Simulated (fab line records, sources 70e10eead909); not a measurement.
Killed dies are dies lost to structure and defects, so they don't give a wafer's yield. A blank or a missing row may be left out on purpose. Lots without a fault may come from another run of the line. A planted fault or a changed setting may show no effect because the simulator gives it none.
fab line records | flow nand_harc
record lots=24 wafers=72 last_day=34
route steps=1302 shown A_STAIRCASE@885 A_SGD_CUT@901 A_SLIT@938 A_WL_FILL@953
lots that met no fault: from a run of the same line without faults
start_h: hours from the record's first day to the start of the lot's first wafer shown | wait_h: hours since the lot's step before | " the same as in the row above | L1.1+2: a row that stands for several wafers | - no value, or no start given | * or withheld: withheld | < > ~ a bound
route shown NAME@n: a module of which the file shows steps, and the number in the route of the first | usual: mean/standard deviation of fault-free wafers | same: alike in all rows | chamber/n: place in a boat | sites: the reading at each site | _std_site: their standard deviation | _edge_site: outer sites' mean less inner sites' | radius_mm: how far each site lies from the wafer's centre | mask NAME#n: copy n | behind: the tool/chamber that last shaped the wafer | hold: why the lot was held/for how many hours/how that ended | device: the transistor (n, p or np) that didn't switch | end of line: the same wafers' tests at the end of the route | a step without rows: its recipe alone | killed: dies lost to structure and defects at the first sort, not the wafer's yield | map: a wafer's dies, x killed, . not, _ none there
set.NAME: the setting as run; set.NAME@STEP: as run at that earlier step | model.NAME: the simulator's own value behind a step, which no gauge read
steps of the route over a sample of lots; a table a step, a row a wafer
services: from which hour (start_h, from the record's first day; less than 0 if before it) a tool's chamber was out of use, for how many hours, and why
## steps
# step NHARC_A_STAIRCASE_DEP_471
# recipe target_thk_a=1000 temp_c=400 pressure_torr=6.5 rf_w=900 teos_flow_sccm=161.4 flow_sccm=2650 target_thk_nm=100 gas=O2 material=SiO2
# usual heater_power_w=578/110 throttle_valve_pct=16.3/0.7
# columns lot.wafer tool chamber start_h wait_h heater_power_w throttle_valve_pct
L074.5 pecvd-02 0 437.41 - 520 16.8
L074.6 " 1 " " 498 15.8
L074.4 " 2 " " 479 15.8
L076.2 pecvd-04 0 447.73 - 540 16.4
L076.4 " 0 " " 547 16.3
L076.5 " 1 " " 520 15.8
L075.2 pecvd-02 0 448.51 - 561 16.8
L075.3 " 1 " " 390 15.8
L075.5 " 2 " " 542 15.7
L077.2 pecvd-04 0 475.50 - 590 15.8
L077.3 " 1 " " 571 16.0
L077.1 " 2 " " 865 17.3
L079.1 pecvd-02 0 475.57 - 480 16.9
L079.2 " 2 " " 634 15.7
L079.4 " 2 " " 464 15.6
L078.3 pecvd-04 1 475.69 - 592 15.7
L078.1 " 0 " " 518 16.1
L078.4 " 2 " " 769 17.1
L080.1 pecvd-04 2 478.91 - 851 17.3
L080.3 " 0 " " 559 15.7
L080.5 " 1 " " 498 15.7
L081.3 pecvd-03 1 507.62 - 647 17.4
L081.1 " 2 " " 669 15.5
L081.4 " 1 " " 648 17.1
L082.3 pecvd-02 0 508.37 - 452 17.0
L082.1 " 1 " " 474 16.1
L082.6 " 2 " " 539 15.6
L083.1 pecvd-02 0 522.98 - 498 16.9
L083.4 " 2 " " 520 15.7
L083.6 " 0 " " 493 17.1
L085.2 pecvd-02 0 536.43 - 539 17.1
L085.3 " 1 " " 474 16.1
L085.1 " 2 " " 595 15.7
L084.2 pecvd-03 0 536.49 - 631 16.0
L084.6 " 0 " " 631 16.1
L084.5 " 1 " " 552 17.5
L086.3 pecvd-02 0 553.06 - 461 16.8
L086.4 " 2 " " 569 15.8
L086.6 " 0 " " 466 17.2
L087.2 pecvd-02 1 565.43 - 495 16.3
L087.5 " 1 " " 490 16.4
L087.6 " 0 " " 541 17.2
L088.2 pecvd-03 0 574.21 - 649 15.3
L088.4 " 2 " " 620 15.4
L088.5 " 0 " " 664 15.3
L089.2 pecvd-04 1 574.44 - 537 15.6
L089.4 " 1 " " 533 15.9
L089.5 " 2 " " 843 17.1
L090.3 pecvd-03 1 599.34 - 612 16.8
L090.6 " 1 " " 619 17.4
L090.4 " 2 " " 615 15.4
L091.3 pecvd-04 2 614.92 - 839 17.9
L091.6 " 1 " " 534 16.1
L091.4 " 2 " " 834 17.6
L092.2 pecvd-04 1 615.07 - 560 16.1
L092.4 " 1 " " 566 16.0
L092.6 " 0 " " 591 16.4
L093.2 pecvd-04 0 616.24 - 540 15.9
L093.5 " 0 " " 543 16.1
L093.6 " 1 " " 431 15.8
L094.2 pecvd-03 0 636.25 - 581 15.2
L094.6 " 0 " " 607 15.3
L094.4 " 1 " " 476 17.5
L095.2 pecvd-04 1 647.54 - 495 15.8
L095.4 " 0 " " 628 15.9
L095.6 " 2 " " 787 17.2
L097.2 pecvd-02 0 668.23 - 481 16.6
L097.4 " 0 " " 468 16.5
L097.6 " 1 " " 390 15.8
L096.2 pecvd-02 2 684.37 - 532 15.5
L096.3 " 0 " " 504 16.5
L096.1 " 1 " " 446 15.9
# step NHARC_A_SGD_CUT_CD_MEAS_09
# recipe target_cd_nm=100 landing_energy_ev=500
# usual cd_nm=99.9/0.4
# columns lot.wafer tool chamber start_h wait_h cd_nm
L074.4 cd_sem-03 0 438.61 - 100.2
L074.5 " 0 " " 100.1
L074.6 " 0 " " 100.0
L076.2 cd_sem-01 0 448.98 - 99.7
L076.4 " 0 " " 100.2
L076.5 " 0 " " 99.9
L075.2 cd_sem-01 0 449.80 - 100.3
L075.3 " 0 " " 99.9
L075.5 " 0 " " 100.3
L077.1 cd_sem-01 0 476.91 - 99.5
L077.2 " 0 " " 100.0
L077.3 " 0 " " 99.7
L079.1 cd_sem-03 0 477.06 - 99.6
L079.2 " 0 " " 99.4
L079.4 " 0 " " 99.4
L078.1 cd_sem-02 0 477.21 - 99.7
L078.3 " 0 " " 100.0
L078.4 " 0 " " 99.7
L080.1 cd_sem-01 0 480.33 - 100.4
L080.3 " 0 " " 100.0
L080.5 " 0 " " 99.9
L081.1 cd_sem-02 0 509.03 - 100.7
L081.3 " 0 " " 100.6
L081.4 " 0 " " 101.1
L082.1 cd_sem-03 0 509.97 - 100.4
L082.3 " 0 " " 100.2
L082.6 " 0 " " 99.8
L083.1 cd_sem-01 0 524.36 - 100.1
L083.4 " 0 " " 100.5
L083.6 " 0 " " 99.4
L085.1 cd_sem-01 0 537.84 - 99.7
L085.2 " 0 " " 100.7
L085.3 " 0 " " 99.8
L084.2 cd_sem-02 0 537.99 - 99.9
L084.5 " 0 " " 99.4
L084.6 " 0 " " 99.5
L086.3 cd_sem-03 0 554.44 - 99.3
L086.4 " 0 " " 100.2
L086.6 " 0 " " 99.9
L087.2 cd_sem-02 0 566.84 - 99.7
L087.5 " 0 " " 99.5
L087.6 " 0 " " 100.3
L088.2 cd_sem-02 0 575.57 - 99.8
L088.4 " 0 " " 100.0
L088.5 " 0 " " 100.2
L089.2 cd_sem-02 0 575.85 - 100.0
L089.4 " 0 " " 99.6
L089.5 " 0 " " 100.7
L090.3 cd_sem-01 0 600.63 - 99.0
L090.4 " 0 " " 98.8
L090.6 " 0 " " 99.9
L091.3 cd_sem-03 0 616.30 - 99.4
L091.4 " 0 " " 99.8
L091.6 " 0 " " 99.9
L092.2 cd_sem-02 0 616.48 - 100.3
L092.4 " 0 " " 99.9
L092.6 " 0 " " 99.5
L093.2 cd_sem-03 0 617.50 - 99.4
L093.5 " 0 " " 99.7
L093.6 " 0 " " 99.9
L094.2 cd_sem-01 0 637.56 - 99.9
L094.4 " 0 " " 99.0
L094.6 " 0 " " 100.2
L095.2 cd_sem-02 0 648.92 - 100.5
L095.4 " 0 " " 100.0
L095.6 " 0 " " 99.9
L097.2 cd_sem-02 0 669.66 - 99.5
L097.4 " 0 " " 99.3
L097.6 " 0 " " 99.7
L096.1 cd_sem-03 0 686.04 - 100.4
L096.2 " 0 " " 99.5
L096.3 " 0 " " 99.9
# step NHARC_A_SGD_CUT_ETCH_58
# recipe target_depth_a=390 over_etch_frac=0.3 time_s=65 ion_energy_ev=80 cf4_flow_sccm=150 ar_flow_sccm=0 rf_w=300 bias_w=100 chemistry=CF4
# usual drypump_motor_current_A=5.8/0.49 oes_product_au=1.001/0.0076 rf_vpp_V=150.8/1.3 showerhead_plenum_p_Torr=1.72/0.07 throttle_valve_pct=13.284/0.01
# columns lot.wafer tool chamber start_h wait_h drypump_motor_current_A oes_product_au rf_hours_counter_h rf_vpp_V showerhead_plenum_p_Torr throttle_valve_pct
L074.4 rie_diel-05 0 438.88 0.1 5.0 1.017 2 153.0 1.87 13.275
L074.5 " 3 " " 5.8 0.988 - 150.9 1.75 13.289
L074.6 " 0 " " 4.9 1.014 - 152.0 1.87 13.266
L076.4 rie_diel-05 3 449.25 0.1 5.8 1.005 4 150.8 1.75 13.275
L076.2 " 0 " " 4.9 1.003 3 152.3 1.87 13.289
L076.5 " 3 " " 5.7 1.001 - 151.4 1.75 13.264
L075.2 rie_diel-04 0 450.08 0.1 5.8 1.003 4 149.8 1.77 13.281
L075.3 " 1 " " 5.6 1.003 3 149.4 1.65 13.316
L075.5 " 2 " " 6.3 1.010 - 150.9 1.72 13.283
L077.2 rie_diel-04 2 477.18 0.1 6.3 1.003 5 150.4 1.72 13.259
L077.1 " 3 " " 5.7 1.003 5 149.5 1.72 13.275
L077.3 " 1 " " 5.6 1.002 4 149.3 1.65 13.284
L079.1 rie_diel-04 3 477.48 0.2 5.7 1.003 5 150.1 1.72 13.273
L079.4 " 0 " " 5.7 0.991 5 150.4 1.77 13.281
L079.2 " 1 " " 5.5 0.992 4 150.2 1.65 13.282
L078.4 rie_diel-05 0 477.50 0.1 4.9 1.012 6 152.5 1.87 13.268
L078.1 " 1 " " 5.2 0.998 7 150.2 1.64 13.286
L078.3 " 2 " " 5.7 1.010 7 151.9 1.79 13.301
L080.1 rie_diel-04 0 480.60 0.1 5.7 1.003 5 151.0 1.77 13.293
L080.3 " 3 " " 5.8 1.006 5 151.3 1.72 13.279
L080.5 " 1 " " 5.5 1.011 - 150.3 1.65 13.286
L081.4 rie_diel-04 0 509.30 0.1 5.7 0.997 7 151.4 1.77 13.292
L081.3 " 1 " " 5.6 1.000 7 150.1 1.65 13.288
L081.1 " 2 " " 6.3 1.000 7 150.8 1.72 13.282
L082.1 rie_diel-10 0 510.25 0.1 6.6 1.009 4 150.1 1.68 13.289
L082.3 " 1 " " 5.2 1.003 4 152.9 1.83 13.285
L082.6 " 3 " " 6.3 1.000 - 149.9 1.65 13.287
L083.1 rie_diel-05 1 524.63 0.1 5.2 1.009 11 149.2 1.64 13.274
L083.4 " 0 " " 4.9 1.012 10 152.8 1.87 13.277
L083.6 " 2 " " 5.7 1.011 - 152.1 1.79 13.274
L085.2 rie_diel-10 2 538.11 0.1 5.7 0.992 5 150.9 1.66 13.284
L085.3 " 3 " " 6.3 0.984 5 148.0 1.65 13.291
L085.1 " 0 " " 6.6 1.004 5 149.9 1.68 13.277
L084.2 rie_diel-10 3 538.42 0.2 6.3 0.989 6 150.5 1.65 13.286
L084.5 " 1 " " 5.2 0.995 - 151.8 1.83 13.284
L084.6 " 2 " " 5.8 0.998 - 150.1 1.66 13.281
L086.3 rie_diel-10 3 554.70 0.1 6.3 0.992 6 150.0 1.65 13.291
L086.4 " 0 " " 6.6 1.004 6 151.1 1.68 13.282
L086.6 " 0 " " 6.6 0.998 - 151.1 1.68 13.297
L087.2 rie_diel-10 0 567.11 0.1 6.6 1.006 7 150.6 1.68 13.273
L087.6 " 0 " " 6.6 1.000 - 150.2 1.68 13.280
L087.5 " 1 " " 5.2 1.002 - 152.5 1.82 13.293
L088.2 rie_diel-05 0 575.85 0.1 4.9 0.993 15 153.3 1.87 13.269
L088.5 " 0 " " 4.9 1.001 - 153.4 1.87 13.285
L088.4 " 1 " " 5.2 1.000 - 149.4 1.64 13.294
L089.4 rie_diel-10 2 576.13 0.1 5.8 0.993 7 150.1 1.66 13.279
L089.2 " 3 " " 6.3 0.995 8 148.5 1.65 13.280
L089.5 " 1 " " 5.2 0.995 - 152.2 1.83 13.294
L090.4 rie_diel-04 0 600.89 0.1 5.7 0.993 3 148.9 1.77 13.280
L090.3 " 3 " " 5.7 1.008 2 150.6 1.71 13.274
L090.6 " 0 " " 5.7 0.986 - 149.9 1.77 13.268
L091.3 rie_diel-10 2 616.57 0.1 5.7 0.991 0 149.6 1.66 13.292
L091.4 " 0 " " 6.6 1.010 0 148.8 1.68 13.274
L091.6 " 2 " " 5.7 0.993 - 149.2 1.66 13.279
L092.2 rie_diel-05 2 617.22 0.5 5.7 0.997 1 151.5 1.78 13.302
L092.4 " 3 " " 5.8 1.002 2 149.9 1.75 13.284
L092.6 " 3 " " 5.8 1.003 - 151.6 1.75 13.302
L093.2 rie_diel-04 1 617.78 0.1 5.5 1.003 4 149.5 1.65 13.309
L093.6 " 3 " " 5.7 1.013 - 151.3 1.71 13.270
L093.5 " 0 " " 5.8 0.990 - 152.5 1.77 13.276
L094.4 rie_diel-10 0 637.82 0.1 6.6 1.001 1 151.3 1.68 13.286
L094.2 " 1 " " 5.2 0.999 2 152.7 1.82 13.280
L094.6 " 1 " " 5.2 0.994 - 152.5 1.82 13.282
L095.4 rie_diel-10 0 649.19 0.1 6.6 1.009 2 149.4 1.68 13.281
L095.2 " 2 " " 5.7 0.989 3 150.4 1.65 13.273
L095.6 " 0 " " 6.6 1.005 - 150.0 1.68 13.277
L097.2 rie_diel-10 3 669.93 0.1 6.3 0.999 3 150.2 1.65 13.288
L097.4 " 0 " " 6.6 1.001 3 149.6 1.68 13.278
L097.6 " 3 " " 6.3 0.994 - 148.9 1.65 13.279
L096.3 rie_diel-04 2 686.31 0.1 6.4 0.999 7 150.0 1.72 13.277
L096.1 " 3 " " 5.7 1.003 5 153.2 1.71 13.283
L096.2 " 0 " " 5.8 0.996 6 150.7 1.77 13.301
# step NHARC_A_SGD_CUT_STRIP_28
# recipe time_s=20 o2_flow_sccm=500 ar_flow_sccm=0 bias_w=0 chemistry=O2
# usual drypump_motor_current_A=5.8/0.45 oes_product_au=0.998/0.0073 rf_vpp_V=57.6/0.94 showerhead_plenum_p_Torr=3.43/0.14 throttle_valve_pct=17.037/0.0091
# columns lot.wafer tool chamber start_h wait_h drypump_motor_current_A oes_product_au rf_hours_counter_h rf_vpp_V showerhead_plenum_p_Torr throttle_valve_pct
L074.4 rie_diel-04 3 - - 5.7 0.997 4 58.9 3.42 17.014
L074.5 " 1 " " 5.6 1.001 - 58.4 3.29 17.030
L074.6 " 2 " " 6.4 1.002 - 57.5 3.44 17.047
L076.2 rie_diel-05 2 - - 5.7 0.994 5 59.5 3.57 17.026
L076.4 " 1 " " 5.2 0.998 5 57.6 3.27 17.037
L076.5 " 2 " " 5.7 0.997 - 59.3 3.57 17.030
L075.2 rie_diel-04 2 - - 6.4 0.994 4 57.4 3.44 17.041
L075.3 " 1 " " 5.6 0.993 4 58.8 3.29 17.022
L075.5 " 2 " " 6.4 0.998 - 59.3 3.44 17.024
L077.1 rie_diel-10 1 - - 5.1 1.008 3 56.3 3.64 17.032
L077.2 " 2 " " 5.8 0.995 2 55.1 3.30 17.054
L077.3 " 3 " " 6.3 0.987 3 57.5 3.30 17.036
L079.2 rie_diel-05 0 - - 4.9 1.014 7 58.0 3.74 17.034
L079.1 " 2 " " 5.7 1.013 8 58.2 3.57 17.040
L079.4 " 3 " " 5.8 1.003 8 58.5 3.49 17.023
L078.4 rie_diel-04 3 - - 5.8 1.001 6 56.6 3.42 17.029
L078.1 " 0 " " 5.7 1.001 6 59.0 3.53 17.034
L078.3 " 1 " " 5.6 0.991 5 58.1 3.29 17.024
L080.1 rie_diel-10 1 490.94 0.1 5.2 1.007 3 58.6 3.64 17.027
L080.3 " 2 " " 5.7 1.005 3 57.9 3.30 17.028
L080.5 " 2 " " 5.7 1.008 - 58.4 3.30 17.043
L081.1 rie_diel-05 2 - - 5.7 1.008 11 56.5 3.56 17.042
L081.4 " 0 " " 5.0 0.995 10 58.0 3.73 17.045
L081.3 " 1 " " 5.2 1.005 11 55.6 3.27 17.032
L082.3 rie_diel-10 1 515.68 0.1 5.1 1.000 4 57.7 3.64 17.028
L082.1 " 2 " " 5.8 0.992 4 58.1 3.30 17.030
L082.6 " 3 " " 6.3 0.993 - 57.5 3.30 17.028
L083.1 rie_diel-10 0 - - 6.6 0.994 5 56.9 3.36 17.028
L083.4 " 1 " " 5.2 0.988 5 58.8 3.64 17.046
L083.6 " 3 " " 6.3 0.983 - 56.3 3.30 17.041
L085.1 rie_diel-04 1 - - 5.6 0.998 0 57.5 3.29 17.044
L085.2 " 2 " " 6.4 0.989 0 58.1 3.43 17.028
L085.3 " 0 " " 5.8 0.985 0 58.1 3.53 17.042
L084.2 rie_diel-10 3 - - 6.3 0.994 6 57.6 3.30 17.040
L084.5 " 1 " " 5.2 0.987 - 58.7 3.64 17.025
L084.6 " 2 " " 5.8 0.992 - 57.8 3.30 17.035
L086.4 rie_diel-05 2 - - 5.7 1.005 15 57.9 3.56 17.040
L086.3 " 0 " " 4.9 1.003 14 58.7 3.73 17.038
L086.6 " 3 " " 5.8 0.994 - 58.0 3.49 17.048
L087.2 rie_diel-10 1 - - 5.2 0.988 7 58.5 3.64 17.038
L087.5 " 3 " " 6.3 0.986 - 56.8 3.30 17.045
L087.6 " 0 " " 6.6 0.999 - 58.6 3.36 17.037
L089.2 rie_diel-04 0 - - 5.8 0.992 2 59.0 3.53 17.046
L089.4 " 1 " " 5.6 0.990 2 55.7 3.29 17.029
L089.5 " 0 " " 5.8 0.984 - 59.6 3.53 17.039
L088.2 rie_diel-10 3 586.06 0.2 6.3 0.995 9 56.0 3.29 17.039
L088.5 " 1 " " 5.2 0.992 - 59.3 3.64 17.047
L088.4 " 3 " " 6.3 1.003 - 56.0 3.29 17.037
L090.3 rie_diel-05 2 607.35 0.2 5.7 1.011 1 57.2 3.56 17.035
L090.4 " 0 " " 4.9 0.996 - 57.7 3.73 17.014
L090.6 " 3 " " 5.8 0.993 - 58.7 3.49 17.033
L093.2 rie_diel-10 1 - - 5.2 1.001 1 56.9 3.64 17.028
L093.6 " 2 " " 5.8 0.985 - 56.6 3.30 17.028
L093.5 " 3 " " 6.3 0.991 - 57.1 3.29 17.038
L091.4 rie_diel-04 0 - - 5.8 0.994 4 57.4 3.52 17.025
L091.3 " 1 " " 5.6 0.998 5 58.5 3.29 17.038
L091.6 " 3 " " 5.8 1.009 - 58.0 3.42 17.043
L092.4 rie_diel-04 3 - - 5.8 1.009 3 58.4 3.42 17.032
L092.2 " 0 " " 5.8 0.997 4 58.1 3.52 17.036
L092.6 " 3 " " 5.8 1.002 - 56.7 3.42 17.019
L094.2 rie_diel-04 0 - - 5.8 0.991 5 58.8 3.52 17.039
L094.4 " 2 " " 6.4 1.000 5 57.3 3.43 17.046
L094.6 " 0 " " 5.8 1.006 - 56.5 3.52 17.030
L095.2 rie_diel-10 3 - - 6.3 0.991 3 58.0 3.29 17.037
L095.4 " 1 " " 5.2 0.995 3 56.1 3.64 17.051
L095.6 " 3 " " 6.3 1.001 - 56.8 3.29 17.051
L097.4 rie_diel-10 2 - - 5.7 0.997 4 58.5 3.30 17.042
L097.2 " 0 " " 6.6 1.009 4 57.2 3.35 17.031
L097.6 " 2 " " 5.8 0.985 - 57.0 3.30 17.048
L096.1 rie_diel-05 2 - - 5.7 1.005 9 56.9 3.55 17.046
L096.3 " 3 " " 5.8 0.985 8 57.6 3.48 17.035
L096.2 " 1 " " 5.2 0.995 7 57.9 3.26 17.039
# step NHARC_A_SLIT_ETCH_15
# recipe target_depth_a=62000 over_etch_frac=0.3 time_s=1612 ion_energy_ev=150 o2_flow_sccm=400 cos_flow_sccm=20 ar_flow_sccm=0 rf_w=500 bias_w=300 chemistry=O2/COS
# usual drypump_motor_current_A=5.8/0.47 oes_product_au=0.997/0.0076 rf_vpp_V=314.1/2.2 showerhead_plenum_p_Torr=3.12/0.14 throttle_valve_pct=28.330/0.009
# columns lot.wafer tool chamber start_h wait_h drypump_motor_current_A oes_product_au rf_hours_counter_h rf_vpp_V showerhead_plenum_p_Torr throttle_valve_pct
L074.4 rie_diel-03 1 - - 4.7 1.008 9.9 315.9 3.26 28.344
L074.5 " 3 " " 5.6 0.995 - 311.9 2.92 28.324
L074.6 " 0 " " 5.8 0.991 - 313.6 3.16 28.319
L075.3 rie_diel-13 2 - - 5.2 0.996 7.2 310.7 2.92 28.326
L075.2 " 0 " " 5.9 1.003 7.7 316.2 3.21 28.338
L075.5 " 1 " " 6.1 1.000 - 314.0 3.14 28.330
L076.2 rie_diel-02 1 - - 6.0 1.002 5.2 317.5 3.32 28.324
L076.4 " 2 " " 5.7 0.996 5.6 312.7 3.07 28.330
L076.5 " 2 " " 5.7 0.994 - 313.0 3.07 28.335
L077.3 rie_diel-13 1 - - 6.1 0.991 8.6 315.2 3.14 28.322
L077.1 " 3 " " 6.2 0.998 9.0 313.4 3.02 28.330
L077.2 " 0 " " 5.9 0.995 9.7 315.3 3.21 28.333
L079.2 rie_diel-02 1 - - 6.0 0.997 6.5 315.6 3.32 28.332
L079.1 " 2 " " 5.7 0.988 6.9 314.0 3.07 28.339
L079.4 " 3 " " 5.4 1.003 6.2 311.1 2.94 28.321
L078.3 rie_diel-13 0 - - 5.9 0.988 10.2 316.7 3.21 28.334
L078.1 " 1 " " 6.1 0.990 9.5 313.8 3.14 28.338
L078.4 " 2 " " 5.2 0.983 10.1 311.1 2.92 28.332
L080.3 rie_diel-13 2 - - 5.2 0.993 10.7 310.3 2.92 28.344
L080.1 " 0 " " 5.9 0.992 11.2 315.5 3.21 28.325
L080.5 " 2 " " 5.2 0.987 - 311.2 2.92 28.320
L081.3 rie_diel-03 0 - - 5.8 1.007 2.0 314.6 3.16 28.338
L081.4 " 1 " " 4.7 0.996 1.7 316.8 3.26 28.324
L081.1 " 2 " " 6.6 0.995 1.7 315.5 3.28 28.334
L082.1 rie_diel-02 1 - - 6.0 0.992 8.7 317.2 3.32 28.321
L082.3 " 0 " " 6.3 1.007 4.1 316.0 3.21 28.330
L082.6 " 2 " " 5.8 0.990 - 312.8 3.07 28.302
L083.4 rie_diel-03 2 - - 6.6 0.997 3.0 317.5 3.28 28.343
L083.1 " 0 " " 5.7 1.009 3.9 312.7 3.16 28.327
L083.6 " 2 " " 6.6 0.994 - 315.7 3.28 28.328
L085.1 rie_diel-03 1 - - 4.7 0.999 4.7 315.9 3.25 28.321
L085.2 " 2 " " 6.7 0.993 4.1 317.9 3.28 28.356
L085.3 " 0 " " 5.8 1.004 4.5 315.0 3.16 28.321
L084.2 rie_diel-02 1 - - 6.0 0.990 10.9 315.8 3.32 28.326
L084.6 " 0 " " 6.3 0.995 - 315.9 3.21 28.331
L084.5 " 1 " " 6.0 0.991 - 317.3 3.32 28.334
L086.4 rie_diel-02 2 - - 5.7 0.996 11.2 312.7 3.07 28.318
L086.3 " 3 " " 5.4 0.989 10.4 311.3 2.94 28.328
L086.6 " 2 " " 5.8 0.999 - 312.8 3.07 28.320
L087.2 rie_diel-03 0 - - 5.8 1.014 6.4 312.6 3.16 28.339
L087.5 " 2 " " 6.6 1.004 - 317.1 3.28 28.330
L087.6 " 3 " " 5.6 1.003 - 311.2 2.91 28.328
L089.2 rie_diel-02 0 - - 6.3 1.007 1.0 315.1 3.21 28.343
L089.4 " 3 " " 5.4 0.992 0.8 311.4 2.94 28.343
L089.5 " 1 " " 6.0 0.997 - 317.7 3.32 28.318
L088.2 rie_diel-03 0 - - 5.8 0.996 7.0 313.7 3.16 28.325
L088.4 " 1 " " 4.7 1.002 7.2 316.1 3.25 28.329
L088.5 " 0 " " 5.7 0.995 - 316.1 3.16 28.323
L090.3 rie_diel-13 1 - - 6.1 0.995 5.3 315.5 3.14 28.348
L090.4 " 2 " " 5.2 0.987 5.6 310.0 2.92 28.334
L090.6 " 2 " " 5.2 0.985 - 311.7 2.92 28.338
L093.2 rie_diel-03 3 - - 5.5 1.005 7.8 311.6 2.91 28.325
L093.5 " 3 " " 5.6 1.010 - 311.5 2.91 28.320
L093.6 " 0 " " 5.8 1.007 - 314.7 3.16 28.322
L091.4 rie_diel-13 2 - - 5.2 0.986 6.6 311.8 2.92 28.334
L091.3 " 1 " " 6.1 0.993 6.4 315.5 3.14 28.334
L091.6 " 2 " " 5.2 0.986 - 311.1 2.92 28.329
L092.2 rie_diel-02 2 - - 5.7 1.011 2.1 313.6 3.07 28.334
L092.4 " 0 " " 6.3 1.006 2.9 314.4 3.20 28.329
L092.6 " 3 " " 5.4 1.000 - 311.2 2.94 28.327
L094.2 rie_diel-02 0 - - 6.3 1.002 4.0 316.0 3.20 28.320
L094.4 " 1 " " 6.0 0.999 3.6 315.5 3.32 28.331
L094.6 " 3 " " 5.4 0.996 - 309.3 2.94 28.334
L095.4 rie_diel-13 0 - - 5.9 0.989 7.2 314.8 3.20 28.326
L095.2 " 3 " " 6.2 0.983 8.2 313.3 3.02 28.324
L095.6 " 1 " " 6.1 0.986 - 313.4 3.14 28.326
L097.2 rie_diel-02 2 - - 5.8 1.002 5.3 314.2 3.07 28.322
L097.4 " 3 " " 5.4 0.999 5.5 311.0 2.94 28.334
L097.6 " 1 " " 6.0 1.007 - 317.3 3.32 28.327
L096.2 rie_diel-02 0 - - 6.3 1.011 6.1 314.0 3.20 28.324
L096.3 " 1 " " 6.0 0.988 6.4 317.1 3.32 28.341
L096.1 " 2 " " 5.7 0.994 6.8 313.6 3.06 28.345
# step NHARC_A_WL_FILL_RTA_01
# recipe temp_c=1000 time_s=5
# usual lamp_power_pct=30.0/1.3 wafer_temp_C_max=1006.9/1.5
# columns lot.wafer tool chamber start_h wait_h lamp_power_pct wafer_temp_C_max
L074.4 rtp_anneal-01 0 467.67 - 31.7 1011.1
L074.5 " 0 " " 31.7 1009.0
L074.6 " 0 " " 31.8 1007.5
L076.2 rtp_anneal-02 0 477.19 - 29.1 1006.3
L076.4 " 0 " " 29.1 1006.6
L076.5 " 0 " " 29.1 1006.0
L075.2 rtp_anneal-01 0 477.19 - 31.8 1007.9
L075.3 " 0 " " 31.7 1006.9
L075.5 " 0 " " 31.7 1005.8
L077.1 rtp_anneal-02 0 503.00 - 29.1 1004.5
L077.2 " 0 " " 29.1 1006.2
L077.3 " 0 " " 29.1 1007.4
L079.1 rtp_anneal-01 0 503.01 - 31.8 1007.3
L079.2 " 0 " " 31.8 1007.9
L079.4 " 0 " " 31.8 1006.2
L078.1 rtp_anneal-02 0 507.30 - 29.1 1005.1
L078.3 " 0 " " 29.0 1007.6
L078.4 " 0 " " 29.0 1004.7
L080.1 rtp_anneal-01 0 511.83 - 31.8 1010.4
L080.3 " 0 " " 31.8 1008.5
L080.5 " 0 " " 31.8 1008.6
L082.1 rtp_anneal-01 0 533.90 - 31.7 1009.0
L082.3 " 0 " " 31.8 1006.1
L082.6 " 0 " " 31.8 1007.1
L081.1 rtp_anneal-02 0 533.90 - 29.2 1007.6
L081.3 " 0 " " 29.1 1006.2
L081.4 " 0 " " 29.2 1006.8
L083.1 rtp_anneal-01 0 552.49 - 31.8 1007.6
L083.4 " 0 " " 31.8 1007.3
L083.6 " 0 " " 31.8 1009.5
L084.2 rtp_anneal-02 0 564.44 - 29.1 1006.7
L084.5 " 0 " " 29.1 1004.1
L084.6 " 0 " " 29.1 1006.9
L085.1 rtp_anneal-02 0 567.69 - 29.1 1006.2
L085.2 " 0 " " 29.2 1006.9
L085.3 " 0 " " 29.1 1007.9
L086.3 rtp_anneal-02 0 584.78 - 29.1 1007.2
L086.4 " 0 " " 29.1 1007.7
L086.6 " 0 " " 29.1 1005.7
L087.2 rtp_anneal-02 0 592.83 - 29.1 1004.9
L087.5 " 0 " " 29.1 1006.2
L087.6 " 0 " " 29.1 1008.3
L089.2 rtp_anneal-01 0 605.92 - 31.8 1006.8
L089.4 " 0 " " 31.8 1007.6
L089.5 " 0 " " 31.7 1006.0
L088.2 rtp_anneal-02 0 609.72 - 29.1 1006.4
L088.4 " 0 " " 29.1 1006.7
L088.5 " 0 " " 29.1 1006.0
L090.3 rtp_anneal-02 0 631.21 - 29.1 1005.7
L090.4 " 0 " " 29.1 1007.9
L090.6 " 0 " " 29.1 1005.6
L093.2 rtp_anneal-02 0 641.50 - 29.1 1004.6
L093.5 " 0 " " 29.1 1007.1
L093.6 " 0 " " 29.1 1005.6
L091.3 rtp_anneal-01 0 641.53 - 31.8 1008.2
L091.4 " 0 " " 31.7 1006.9
L091.6 " 0 " " 31.9 1007.2
L092.2 rtp_anneal-02 0 647.28 - 29.1 1006.4
L092.4 " 0 " " 29.1 1007.9
L092.6 " 0 " " 29.1 1006.6
L094.2 rtp_anneal-02 0 664.67 - 29.1 1008.7
L094.4 " 0 " " 29.1 1006.5
L094.6 " 0 " " 29.1 1006.3
L095.2 rtp_anneal-02 0 676.37 - 29.1 1004.8
L095.4 " 0 " " 29.1 1006.1
L095.6 " 0 " " 29.1 1006.1
L097.2 rtp_anneal-02 0 695.69 - 29.1 1009.0
L097.4 " 0 " " 29.1 1008.9
L097.6 " 0 " " 29.1 1010.3
L096.1 rtp_anneal-02 0 715.88 - 29.1 1007.7
L096.2 " 0 " " 29.1 1009.1
L096.3 " 0 " " 29.1 1005.5
## services
# columns tool chamber start_h hours kind
rie_diel-05 - 417.25 0.1 repair
rie_diel-10 - 419.60 9.0 pm
rie_diel-05 0 422.09 2.5 repair
rie_diel-10 2 457.22 21.3 repair
rie_diel-10 0 490.68 5.7 repair
rie_diel-02 3 491.57 3.0 repair
pecvd-02 - 501.36 1.3 repair
rie_diel-02 2 513.73 5.6 repair
rie_diel-04 - 531.90 9.0 pm
rie_diel-04 - 544.95 0.2 repair
rie_diel-10 - 549.77 1.2 repair
rie_diel-04 1 563.40 1.3 repair
rie_diel-05 3 570.15 7.1 repair
rie_diel-10 0 582.78 3.4 repair
rie_diel-05 - 583.72 9.0 pm
rie_diel-04 3 589.44 3.6 repair
rie_diel-05 1 594.87 15.2 repair
rie_diel-10 - 596.60 9.0 pm
rie_diel-05 1 618.83 5.0 repair
rie_diel-10 2 673.17 2.6 repair
rie_diel-04 1 673.93 1.4 repair
rie_diel-04 0 677.72 7.2 repair
rie_diel-04 0 693.56 2.1 repair
rie_diel-04 - 708.90 9.0 pm
## key
fault none
